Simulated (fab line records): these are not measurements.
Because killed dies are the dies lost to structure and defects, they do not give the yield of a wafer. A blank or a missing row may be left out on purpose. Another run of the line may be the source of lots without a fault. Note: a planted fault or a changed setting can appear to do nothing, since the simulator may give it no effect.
fab line records -- flow n5_finfet
record lots=7, wafers=21
route steps=1938 shown SD_EPI_N@292 SD_ACTIVATION@330 SDB@348 HKMG_FIN@395 GATE_CUT@484
start_h: hours from the record's first day to the start of the lot's first wafer shown -- wait_h: time in hours since the lot's previous step -- " unchanged from the row above -- L1.1+2: a row that stands for several wafers -- - either no value or no given start -- * or withheld: withheld -- < > ~ a bound
route shown NAME@n: NAME is a module with steps in the file, n the number in the route of the first one -- usual: the fault-free wafers' mean and standard deviation -- same: alike in all rows -- chamber/n: place in a boat -- sites: the reading at each site -- _std_site: how widely they spread, as a standard deviation -- _edge_site: mean of outer sites minus mean of inner sites -- radius_mm: for every site, how far away it sits from the centre of the wafer -- mask NAME#n: copy n -- behind: the tool/chamber that last shaped the wafer -- hold: why the lot was held/for how many hours/how that ended -- device: the n, p or np transistor that did not switch -- end of line: tests of these same wafers at the route's end -- step lacking rows: just its recipe -- killed: dies lost to structure and defects at the first sort, not the wafer's yield -- map: a wafer's dies, x killed, . not, _ none there
set.NAME: the setting that was run; set.NAME@STEP: the one run at that earlier step -- model.NAME: the simulator's own value behind a step, which no gauge read
lots whose settings were changed on purpose; a table a step, a row a wafer
## steps
# step N5_SD_EPI_N_PRECLEAN_49
# recipe chemistry=NF3:NH3, afs_cycles=1, temp_c=30, time_s=20, sublimation_temp_c=180, sublimation_time_s=60, pressure_torr=3, rf_power_w=30
lot.wafer,tool,chamber,start_h,wait_h,set.time_s
L075.1+2,remote_plasma-02,1,60.03,0.0,22.05
L075.4,remote_plasma-02,1,60.03,0.0,20
L086.2+3+4,remote_plasma-01,1,132.04,0.1,20
L087.2+4,remote_plasma-01,0,134.43,0.1,16.17
L087.5,remote_plasma-01,0,134.43,0.1,20
L090.1+3,remote_plasma-02,1,150.18,0.0,23.39
L090.4,remote_plasma-02,1,150.18,0.0,20
L091.1+5,remote_plasma-02,1,154.86,0.0,15.85
L091.3,remote_plasma-02,1,154.86,0.0,20
L092.2,remote_plasma-01,0,160.71,0.1,20
L092.3+5,remote_plasma-01,0,160.71,0.1,22.16
L093.1,remote_plasma-01,1,168.72,0.0,18.48
L093.4+5,remote_plasma-01,1,168.72,0.0,20
# step N5_SD_EPI_N_LINER_46
# recipe material=SiNx, target_thk_a=30, temp_c=400, ald_precursor_family=SiH2I2, ald_co_reactant=N2/H2-plasma, pressure_torr=2
# step N5_SD_ACTIVATION_RTA_00
# recipe temp_c=975, time_s=0, ambient=N2, idle_temp_c=600, ramp_up_c_per_s=150, ramp_down_c_per_s=60, cool_to_c=600
# step N5_SD_ACTIVATION_LSA_01
# recipe temp_c=1080, time_s=0.0008, ambient=N2
# step N5_SD_ACTIVATION_RS_MEAS_03
# recipe thk_meas_gauge=four-point-probe
# usual RS_SD_N=21.92/0.28, RS_SD_P=56.3/1.1
lot.wafer,tool,chamber,start_h,wait_h,set.time_s@SD_EPI_N_EPI_21,RS_SD_N[ohm/sq],RS_SD_P[ohm/sq]
L075.1,film_metro-01,-,65.99,0.2,690,21.84,57.2
L075.2,film_metro-01,-,65.99,0.2,690,21.72,57.1
L075.4,film_metro-01,-,65.99,0.2,690,21.60,56.7
L086.2,film_metro-01,-,137.52,0.2,690,21.98,56.0
L086.3,film_metro-01,-,137.52,0.2,690,22.00,56.2
L086.4,film_metro-01,-,137.52,0.2,690,21.70,56.2
L087.2,film_metro-02,-,139.67,0.2,690,22.26,57.5
L087.4,film_metro-02,-,139.67,0.2,763.1,20.32,57.8
L087.5,film_metro-02,-,139.67,0.2,690,22.26,57.5
L090.1,film_metro-02,-,155.33,0.2,690,21.75,55.6
L090.3,film_metro-02,-,155.33,0.2,690,21.87,55.3
L090.4,film_metro-02,-,155.33,0.2,690,21.73,55.7
L091.1,film_metro-01,-,162.08,0.2,571.4,25.03,55.0
L091.3,film_metro-01,-,162.08,0.2,571.4,24.77,55.9
L091.5,film_metro-01,-,162.08,0.2,690,22.43,55.3
L092.2,film_metro-02,-,166.95,0.2,690,22.75,55.3
L092.3,film_metro-02,-,166.95,0.2,809.9,20.06,55.1
L092.5,film_metro-02,-,166.95,0.2,690,22.32,55.7
L093.1,film_metro-01,-,175.90,0.2,690,21.84,57.5
L093.4,film_metro-01,-,175.90,0.2,809,19.88,57.4
L093.5,film_metro-01,-,175.90,0.2,690,22.16,57.4
# step N5_SDB_COAT_03
# recipe resist=SOC, temp_c=250, time_s=60, spin_rpm=1500, resist_thk_nm=100
lot.wafer,tool,chamber,start_h,wait_h,set.spin_rpm,model.SOC_of_SDB_COAT_03.thk_nm
L075.1,litho_track-03,0,74.99,0.1,1657,95
L075.2+4,litho_track-03,0,74.99,0.1,1500,99.8
L086.2,litho_track-02,0,144.20,0.1,1500,99.8
L086.3+4,litho_track-02,0,144.20,0.1,1500,100.2
L087.2,litho_track-01,0,147.15,0.1,1500,100
L087.4+5,litho_track-01,0,147.15,0.1,1500,99.8
L090.1,litho_track-01,0,162.92,0.1,1500,100.4
L090.3,litho_track-01,0,162.92,0.1,1589,97.4
L090.4,litho_track-01,0,162.92,0.1,1500,100
L091.1,litho_track-02,0,168.81,0.1,1639,95.8
L091.3,litho_track-02,0,168.81,0.1,1639,96
L091.5,litho_track-02,0,168.81,0.1,1500,100.4
L092.2,litho_track-02,0,173.65,0.1,1500,100.2
L092.3+5,litho_track-02,0,173.65,0.1,1394,103.8
L093.1,litho_track-03,0,182.60,0.1,1500,99.6
L093.4,litho_track-03,0,182.60,0.1,1500,100
L093.5,litho_track-03,0,182.60,0.1,1500,99.8
# step N5_SDB_COAT_05
# recipe resist=CAR-ArF, spin_rpm=1500, resist_thk_nm=90
lot.wafer,tool,chamber,start_h,wait_h,set.spin_rpm,model.CAR-ArF_of_SDB_COAT_05.thk_nm
L075.1+2,litho_track-03,0,-,-,1500,89.6
L075.4,litho_track-03,0,-,-,1622,86
L086.2+3+4,litho_track-02,0,-,-,1500,89.8
L087.2,litho_track-01,0,-,-,1500,90
L087.4+5,litho_track-01,0,-,-,1442,91.6
L090.1,litho_track-01,0,-,-,1500,90.2
L090.3,litho_track-01,0,-,-,1500,89.8
L090.4,litho_track-01,0,-,-,1403,93.2
L091.1,litho_track-02,0,-,-,1500,89.8
L091.3+5,litho_track-02,0,-,-,1500,90
L092.2+5,litho_track-02,0,-,-,1500,89.6
L092.3,litho_track-02,0,-,-,1646,85.4
L093.1,litho_track-03,0,-,-,1500,90.2
L093.4,litho_track-03,0,-,-,1551,88.6
L093.5,litho_track-03,0,-,-,1500,90
# step N5_SDB_EBR_07
# recipe solvent=PGMEA, ebr_width_mm=1.5
# step N5_SDB_SOFTBAKE_06
# recipe temp_c=110, time_s=60, resist=CAR-ArF
# step N5_SDB_EXPOSE_08
# recipe mask_id=SDB, na=1.35, source_shape=conventional, sigma_outer=0.5, polarization=unpolarized, dose_mj=49.6
# step N5_SDB_PEB_09
# recipe peb_temp_c=withheld, peb_time_s=60, resist=CAR-ArF
# step N5_SDB_DEVELOP_10
# recipe develop_time_s=30, developer=TMAH, resist=CAR-ArF, rinse_liquid=diw, dry=air_spin, dev_temp_c=23
lot.wafer,tool,chamber,start_h,wait_h,set.spin_rpm@SDB_COAT_05,model.CAR-ArF_of_SDB_COAT_05.thk_nm
L075.1+2,litho_track-03,0,-,-,1500,88
L075.4,litho_track-03,0,-,-,1622,84.4
L086.2,litho_track-03,0,-,-,1500,88
L086.3+4,litho_track-03,0,-,-,1500,88.2
L087.2,litho_track-03,0,-,-,1500,88.4
L087.4+5,litho_track-03,0,-,-,1442,89.8
L090.1,litho_track-02,0,-,-,1500,88.4
L090.3,litho_track-02,0,-,-,1500,88.2
L090.4,litho_track-02,0,-,-,1403,91.6
L091.1,litho_track-02,0,-,-,1500,88
L091.3,litho_track-02,0,-,-,1500,88.4
L091.5,litho_track-02,0,-,-,1500,88.2
L092.2,litho_track-01,0,-,-,1500,88
L092.3,litho_track-01,0,-,-,1646,83.8
L092.5,litho_track-01,0,-,-,1500,87.8
L093.1,litho_track-02,0,-,-,1500,88.6
L093.4,litho_track-02,0,-,-,1551,87
L093.5,litho_track-02,0,-,-,1500,88.2
# step N5_SDB_DESCUM_16
# recipe chemistry=O2, time_s=7.9, source_power_w=50, bias_power_w=20, pressure_mtorr=20, rf_frequency_hz=2.712e+07, temp_c=40, resist=CAR-ArF, o2_flow_sccm=225
# step N5_SDB_ETCH_17
# recipe chemistry=CF4, target=SiARC, target_depth_a=234, mask_material=CAR-ArF, time_s=39, ion_energy_ev=80, pressure_mtorr=40, source_w=545, bias_w=36, Ar_flow_sccm=100, cf4_flow_sccm=100, ends=cleared
# step N5_SDB_ETCH_18
# recipe chemistry=N2/H2, target=SOC, target_depth_a=1000, overetch_a=200, mask_material=SiARC, temp_c=40, time_s=150, ion_energy_ev=200, pressure_mtorr=30, source_w=840, bias_w=150, n2_flow_sccm=200, h2_flow_sccm=200
lot.wafer,tool,chamber,start_h,wait_h,set.spin_rpm@SDB_COAT_03,model.etch.depth_nm
L075.1,rie_diel-01,3,75.52,0.0,1657,95.05
L075.2,rie_diel-01,1,75.52,0.0,1500,99.73
L075.4,rie_diel-01,0,75.52,0.0,1500,99.83
L086.2,rie_diel-06,2,144.75,0.0,1500,99.88
L086.3,rie_diel-06,0,144.75,0.0,1500,100.1
L086.4,rie_diel-06,2,144.75,0.0,1500,100.2
L087.2,rie_diel-01,1,147.67,0.0,1500,100.1
L087.4,rie_diel-01,0,147.67,0.0,1500,99.74
L087.5,rie_diel-01,1,147.67,0.0,1500,99.85
L090.1,rie_diel-01,2,163.32,0.0,1500,100.4
L090.3,rie_diel-01,0,163.32,0.0,1589,97.43
L090.4,rie_diel-01,3,163.32,0.0,1500,100.1
L091.1,rie_diel-06,3,169.66,0.0,1639,95.81
L091.3,rie_diel-06,1,169.66,0.0,1639,96
L091.5,rie_diel-06,1,169.66,0.0,1500,100.3
L092.2,rie_diel-01,0,174.05,0.0,1500,100.2
L092.3,rie_diel-01,1,174.05,0.0,1394,103.7
L092.5,rie_diel-01,0,174.05,0.0,1394,103.8
L093.1,rie_diel-03,3,183.45,0.0,1500,99.68
L093.4,rie_diel-03,0,183.45,0.0,1500,99.92
L093.5,rie_diel-03,3,183.45,0.0,1500,99.88
# step N5_SDB_STRIP_19
# recipe chemistry=N2/H2, temp_c=40, n2_flow_sccm=200, h2_flow_sccm=200, rf_frequency_hz=6e+07
# step N5_SDB_STRIP_21
# recipe chemistry=CF4, resist=SiARC, power_w=300, bias_power_w=75, pressure_mtorr=50, cf4_flow_sccm=150, rf_frequency_hz=6e+07
# step N5_SDB_HM_OPEN_20
# recipe chemistry=CH3F/O2, target=SiNx, mask_material=SOC, target_depth_a=240, stop_on=poly-Si, over_etch_frac=0.4, ion_energy_ev=120, pressure_mtorr=30, source_w=395, bias_w=73, Ar_flow_sccm=150, CH3F_flow_sccm=30, O2_flow_sccm=20
lot.wafer,tool,chamber,start_h,wait_h,set.spin_rpm@SDB_COAT_03,model.SOC_of_SDB_COAT_03.thk_nm
L075.1,rie_diel-01,3,75.67,0.0,1657,79
L075.2,rie_diel-01,1,75.67,0.0,1500,83.6
L075.4,rie_diel-01,0,75.67,0.0,1500,84
L086.2,rie_diel-06,2,144.91,0.0,1500,84
L086.3+4,rie_diel-06,"0,2",144.91,0.0,1500,84.2
L087.2,rie_diel-01,1,147.83,0.0,1500,84.2
L087.4+5,rie_diel-01,"0,1",147.83,0.0,1500,84
L090.1,rie_diel-01,2,163.48,0.0,1500,85
L090.3,rie_diel-01,0,163.48,0.0,1589,81.8
L090.4,rie_diel-01,3,163.48,0.0,1500,84
L091.1,rie_diel-06,3,169.82,0.0,1639,79.4
L091.3,rie_diel-06,1,169.82,0.0,1639,79.8
L091.5,rie_diel-06,1,169.82,0.0,1500,84
L092.2,rie_diel-01,0,174.21,0.0,1500,84.2
L092.3,rie_diel-01,1,174.21,0.0,1394,87.8
L092.5,rie_diel-01,0,174.21,0.0,1394,88
L093.1,rie_diel-03,3,183.60,0.0,1500,84
L093.4,rie_diel-03,0,183.60,0.0,1500,83.8
L093.5,rie_diel-03,3,183.60,0.0,1500,84.2
# step N5_SDB_STRIP_22
# recipe chemistry=N2/H2, power_w=1000, temp_c=250, h2_frac=0.65, overash_fraction=0.3, pressure_mtorr=withheld, n2_flow_sccm=1750, h2_flow_sccm=3250
# usual strip_time_to_endpoint_s=96.3/0.31
lot.wafer,tool,chamber,start_h,wait_h,set.spin_rpm@SDB_COAT_03,strip_time_to_endpoint_s
L075.1,plasma_asher-01,0,75.75,0.1,1657,91.5
L075.2,plasma_asher-01,1,75.75,0.1,1500,95.8
L075.4,plasma_asher-01,0,75.75,0.1,1500,96.2
L086.2,plasma_asher-02,0,144.99,0.1,1500,96.2
L086.3,plasma_asher-02,0,144.99,0.1,1500,96.4
L086.4,plasma_asher-02,1,144.99,0.1,1500,96.5
L087.2,plasma_asher-01,1,147.91,0.1,1500,96.4
L087.4,plasma_asher-01,1,147.91,0.1,1500,96.3
L087.5,plasma_asher-01,0,147.91,0.1,1500,96.2
L090.1,plasma_asher-01,0,163.56,0.1,1500,97.1
L090.3,plasma_asher-01,0,163.56,0.1,1589,94.1
L090.4,plasma_asher-01,1,163.56,0.1,1500,96.3
L091.1,plasma_asher-02,0,169.90,0.1,1639,91.9
L091.3,plasma_asher-02,0,169.90,0.1,1639,92.3
L091.5,plasma_asher-02,0,169.90,0.1,1500,96.2
L092.2,plasma_asher-01,1,174.29,0.1,1500,96.5
L092.3,plasma_asher-01,1,174.29,0.1,1394,99.7
L092.5,plasma_asher-01,0,174.29,0.1,1394,100.0
L093.1,plasma_asher-01,0,183.68,0.1,1500,96.3
L093.4,plasma_asher-01,0,183.68,0.1,1500,96.0
L093.5,plasma_asher-01,0,183.68,0.1,1500,96.4
# step N5_HKMG_FIN_EXPOSE_46
# recipe mask_id=NDIPOLE, na=1.35, source_shape=conventional, sigma_outer=0.8, polarization=unpolarized, dose_mj=40
lot.wafer,tool,chamber,start_h,wait_h,mask,set.dose_mj
L075.1+2+4,arfi_scanner-01,0,80.79,-,NDIPOLE#0,40
L086.2+3+4,arfi_scanner-03,0,150.28,-,NDIPOLE#0,40
L087.2+4+5,arfi_scanner-03,0,153.25,-,NDIPOLE#0,40
L090.1+3+4,arfi_scanner-01,0,168.98,-,NDIPOLE#0,40
L091.1,arfi_scanner-03,0,176.76,-,NDIPOLE#0,40
L091.3+5,arfi_scanner-03,0,176.76,-,NDIPOLE#0,39.02
L092.2+3,arfi_scanner-02,0,179.29,-,NDIPOLE#0,38.75
L092.5,arfi_scanner-02,0,179.29,-,NDIPOLE#0,40
L093.1+5,arfi_scanner-02,0,188.60,-,NDIPOLE#0,40
L093.4,arfi_scanner-02,0,188.60,-,NDIPOLE#0,42.4
# step N5_HKMG_FIN_DEVELOP_48
# recipe develop_time_s=30, developer=TMAH, resist=CAR-ArF, rinse_liquid=diw, dry=air_spin, dev_temp_c=23
lot.wafer,tool,chamber,start_h,wait_h,set.develop_time_s
L075.1+2+4,litho_track-02,0,-,-,30
L086.2+3+4,litho_track-04,0,-,-,30
L087.2+4+5,litho_track-05,0,-,-,30
L090.1,litho_track-05,0,-,-,33.62
L090.3+4,litho_track-05,0,-,-,30
L091.1+3+5,litho_track-04,0,-,-,30
L092.2+3+5,litho_track-04,0,-,-,30
L093.1+4,litho_track-04,0,-,-,32.82
L093.5,litho_track-04,0,-,-,30
# step N5_HKMG_FIN_CD_MEAS_49
# recipe target_cd_nm=202, landing_energy_ev=500, detector=se_inlens, polarity=opening
# usual cd_nm=202.0/0.7
lot.wafer,tool,chamber,start_h,wait_h,set.dose_mj@HKMG_FIN_EXPOSE_46,cd_nm
L075.1,cd_sem-02,0,80.91,-,40,202.4
L075.2,cd_sem-02,0,80.91,-,40,202.2
L075.4,cd_sem-02,0,80.91,-,40,201.6
L086.2,cd_sem-03,0,150.40,-,40,202.2
L086.3,cd_sem-03,0,150.40,-,40,201.8
L086.4,cd_sem-03,0,150.40,-,40,202.3
L087.2,cd_sem-01,0,153.37,-,40,202.3
L087.4,cd_sem-01,0,153.37,-,40,201.9
L087.5,cd_sem-01,0,153.37,-,40,202.4
L090.1,cd_sem-03,0,169.10,-,40,201.6
L090.3,cd_sem-03,0,169.10,-,40,200.0
L090.4,cd_sem-03,0,169.10,-,40,201.0
L091.1,cd_sem-03,0,176.89,-,40,201.8
L091.3,cd_sem-03,0,176.89,-,39.02,200.3
L091.5,cd_sem-03,0,176.89,-,39.02,200.6
L092.2,cd_sem-03,0,179.41,-,38.75,201.3
L092.3,cd_sem-03,0,179.41,-,38.75,200.8
L092.5,cd_sem-03,0,179.41,-,40,203.4
L093.1,cd_sem-03,0,188.72,-,40,202.0
L093.4,cd_sem-03,0,188.72,-,42.4,206.0
L093.5,cd_sem-03,0,188.72,-,40,202.0
# step N5_HKMG_FIN_DESCUM_53
# recipe chemistry=O2, time_s=7.9, source_power_w=50, bias_power_w=20, pressure_mtorr=20, rf_frequency_hz=2.712e+07, temp_c=40, resist=CAR-ArF, o2_flow_sccm=225
# step N5_HKMG_FIN_ETCH_54
# recipe chemistry=CF4, target=SiARC, target_depth_a=455, mask_material=CAR-ArF, time_s=75.8, ion_energy_ev=80, pressure_mtorr=40, source_w=545, bias_w=36, Ar_flow_sccm=100, cf4_flow_sccm=100, ends=cleared
lot.wafer,tool,chamber,start_h,wait_h,set.dose_mj@HKMG_FIN_EXPOSE_46,model.HKMG_FIN.cd_offset_nm
L075.1,rie_diel-06,0,81.42,0.0,40,0.6
L075.2,rie_diel-06,3,81.42,0.0,40,0.2
L075.4,rie_diel-06,2,81.42,0.0,40,-0.8
L086.2,rie_diel-03,2,150.52,0.0,40,0.6
L086.3,rie_diel-03,3,150.52,0.0,40,-0.4
L086.4,rie_diel-03,0,150.52,0.0,40,0
L087.2,rie_diel-06,0,153.50,0.0,40,0.2
L087.4,rie_diel-06,2,153.50,0.0,40,0
L087.5,rie_diel-06,2,153.50,0.0,40,0.6
L090.1,rie_diel-01,2,169.23,0.0,40,-0.2
L090.3,rie_diel-01,1,169.23,0.0,40,-1.8
L090.4,rie_diel-01,3,169.23,0.0,40,-1
L091.1,rie_diel-06,3,177.01,0.0,40,-0.4
L091.3,rie_diel-06,0,177.01,0.0,39.02,-1.8
L091.5,rie_diel-06,1,177.01,0.0,39.02,-1.6
L092.2+3,rie_diel-06,"3,0",179.65,0.0,38.75,-1
L092.5,rie_diel-06,1,179.65,0.0,40,1.4
L093.1,rie_diel-03,0,188.84,0.0,40,-0.2
L093.4,rie_diel-03,0,188.84,0.0,42.4,3.6
L093.5,rie_diel-03,3,188.84,0.0,40,0.2
# step N5_GATE_CUT_EXPOSE_10
# recipe mask_id=GATE_CUT, na=0.33, source_shape=annular, sigma_inner=0.35, sigma_outer=0.8, polarization=unpolarized, target_cd_nm=20, dose_mj=43.25
lot.wafer,tool,chamber,start_h,wait_h,mask,set.dose_mj
L075.1+2+4,euv_scanner-02,0,93.48,-,GATE_CUT#0,43.25
L086.2+3+4,euv_scanner-02,0,161.83,-,GATE_CUT#0,43.25
L087.2+4+5,euv_scanner-02,0,168.78,-,GATE_CUT#0,43.25
L090.1,euv_scanner-02,0,180.51,-,GATE_CUT#0,40.08
L090.3+4,euv_scanner-02,0,180.51,-,GATE_CUT#0,43.25
L091.1+3+5,euv_scanner-02,0,190.02,-,GATE_CUT#0,43.25
L092.2+5,euv_scanner-02,0,192.20,-,GATE_CUT#0,43.25
L092.3,euv_scanner-02,0,192.20,-,GATE_CUT#0,41.13
L093.1+4,euv_scanner-02,0,200.05,-,GATE_CUT#0,41.53
L093.5,euv_scanner-02,0,200.05,-,GATE_CUT#0,43.25
# step N5_GATE_CUT_PEB_11
# recipe peb_temp_c=100, peb_time_s=60, resist=CAR-EUV
# step N5_GATE_CUT_DEVELOP_12
# recipe develop_time_s=30, developer=TMAH, resist=CAR-EUV, rinse_liquid=surfactant_rinse, dry=air_spin, dev_temp_c=23
# step N5_GATE_CUT_CD_MEAS_13
# recipe target_cd_nm=20, landing_energy_ev=500, detector=se_inlens
# usual cd_nm=20.01/0.28
lot.wafer,tool,chamber,start_h,wait_h,set.dose_mj@GATE_CUT_EXPOSE_10,cd_nm
L075.1,cd_sem-01,0,93.62,-,43.25,20.03
L075.2,cd_sem-01,0,93.62,-,43.25,20.47
L075.4,cd_sem-01,0,93.62,-,43.25,19.71
L086.2,cd_sem-03,0,161.95,-,43.25,19.69
L086.3,cd_sem-03,0,161.95,-,43.25,20.26
L086.4,cd_sem-03,0,161.95,-,43.25,20.27
L087.2,cd_sem-03,0,168.91,-,43.25,19.95
L087.4,cd_sem-03,0,168.91,-,43.25,20.48
L087.5,cd_sem-03,0,168.91,-,43.25,20.29
L090.1,cd_sem-02,0,180.64,-,40.08,17.71
L090.3,cd_sem-02,0,180.64,-,43.25,19.64
L090.4,cd_sem-02,0,180.64,-,43.25,19.83
L091.1,cd_sem-01,0,190.15,-,43.25,19.90
L091.3,cd_sem-01,0,190.15,-,43.25,19.83
L091.5,cd_sem-01,0,190.15,-,43.25,20.41
L092.2,cd_sem-02,0,192.32,-,43.25,19.91
L092.3,cd_sem-02,0,192.32,-,41.13,18.84
L092.5,cd_sem-02,0,192.32,-,43.25,19.95
L093.1,cd_sem-01,0,200.19,-,41.53,19.19
L093.4,cd_sem-01,0,200.19,-,41.53,18.81
L093.5,cd_sem-01,0,200.19,-,43.25,20.19
# step N5_GATE_CUT_DESCUM_18
# recipe chemistry=O2, time_s=7, source_power_w=50, bias_power_w=20, pressure_mtorr=20, rf_frequency_hz=2.712e+07, temp_c=40, resist=CAR-EUV, o2_flow_sccm=225
lot.wafer,tool,chamber,start_h,wait_h,set.dose_mj@GATE_CUT_EXPOSE_10,model.GATE_CUT.cd_nm
L075.1+2,rie_diel-02,"3,1",93.74,0.0,43.25,20.2
L075.4,rie_diel-02,0,93.74,0.0,43.25,20
L086.2,rie_diel-02,0,162.07,0.0,43.25,19.8
L086.3,rie_diel-02,1,162.07,0.0,43.25,20.2
L086.4,rie_diel-02,2,162.07,0.0,43.25,20.4
L087.2,rie_diel-05,2,169.08,0.1,43.25,20.2
L087.4,rie_diel-05,3,169.08,0.1,43.25,20.4
L087.5,rie_diel-05,1,169.08,0.1,43.25,20
L090.1,rie_diel-02,1,180.76,0.0,40.08,18
L090.3+4,rie_diel-02,"2,3",180.76,0.0,43.25,20
L091.1,rie_diel-05,2,190.30,0.1,43.25,20.4
L091.3,rie_diel-05,0,190.30,0.1,43.25,20
L091.5,rie_diel-05,1,190.30,0.1,43.25,20.2
L092.2+5,rie_diel-02,"2,1",192.45,0.0,43.25,20
L092.3,rie_diel-02,3,192.45,0.0,41.13,18.8
L093.1+4,rie_diel-05,"0,2",200.31,0.0,41.53,19.2
L093.5,rie_diel-05,3,200.31,0.0,43.25,20.4
## key
split step=N5_SD_EPI_N_PRECLEAN_49, setting=time_s, stated=20, by=wafer
response none clear
split step=N5_SDB_COAT_03, setting=spin_rpm, stated=1500, by=wafer
response step=N5_SDB_COAT_03, reading=model.SOC_of_SDB_COAT_03.thk_nm, change=-0.478, per=1%, r=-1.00
response step=N5_SDB_ETCH_18, reading=model.etch.depth_nm, change=-0.472, per=1%, r=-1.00
response step=N5_SDB_HM_OPEN_20, reading=model.SOC_of_SDB_COAT_03.thk_nm, change=-0.475, per=1%, r=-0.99
response step=N5_SDB_STRIP_22, reading=strip_time_to_endpoint_s, change=*, per=1%, r=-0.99
split step=N5_SDB_COAT_05, setting=spin_rpm, stated=1500, by=wafer
response step=N5_SDB_COAT_05, reading=model.CAR-ArF_of_SDB_COAT_05.thk_nm, change=-0.446, per=1%, r=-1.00
response step=N5_SDB_DEVELOP_10, reading=model.CAR-ArF_of_SDB_COAT_05.thk_nm, change=-0.439, per=1%, r=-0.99
split step=N5_HKMG_FIN_EXPOSE_46, setting=dose_mj, stated=40, by=wafer
response step=N5_HKMG_FIN_CD_MEAS_49, reading=cd_nm, change=+0.677, per=1%, r=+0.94
response step=N5_HKMG_FIN_ETCH_54, reading=model.HKMG_FIN.cd_offset_nm, change=+0.624, per=1%, r=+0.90
split step=N5_HKMG_FIN_DEVELOP_48, setting=develop_time_s, stated=30, by=wafer
response none clear
split step=N5_GATE_CUT_EXPOSE_10, setting=dose_mj, stated=43.25, by=wafer
response step=N5_GATE_CUT_CD_MEAS_13, reading=cd_nm, change=+0.266, per=1%, r=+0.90
response step=N5_GATE_CUT_DESCUM_18, reading=model.GATE_CUT.cd_nm, change=+0.271, per=1%, r=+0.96
split outside_this_file step=N5_SD_EPI_N_EPI_21 setting=time_s
# split outside_this_file: this setting was split too, and the file shows its column; the key of that split is in another file
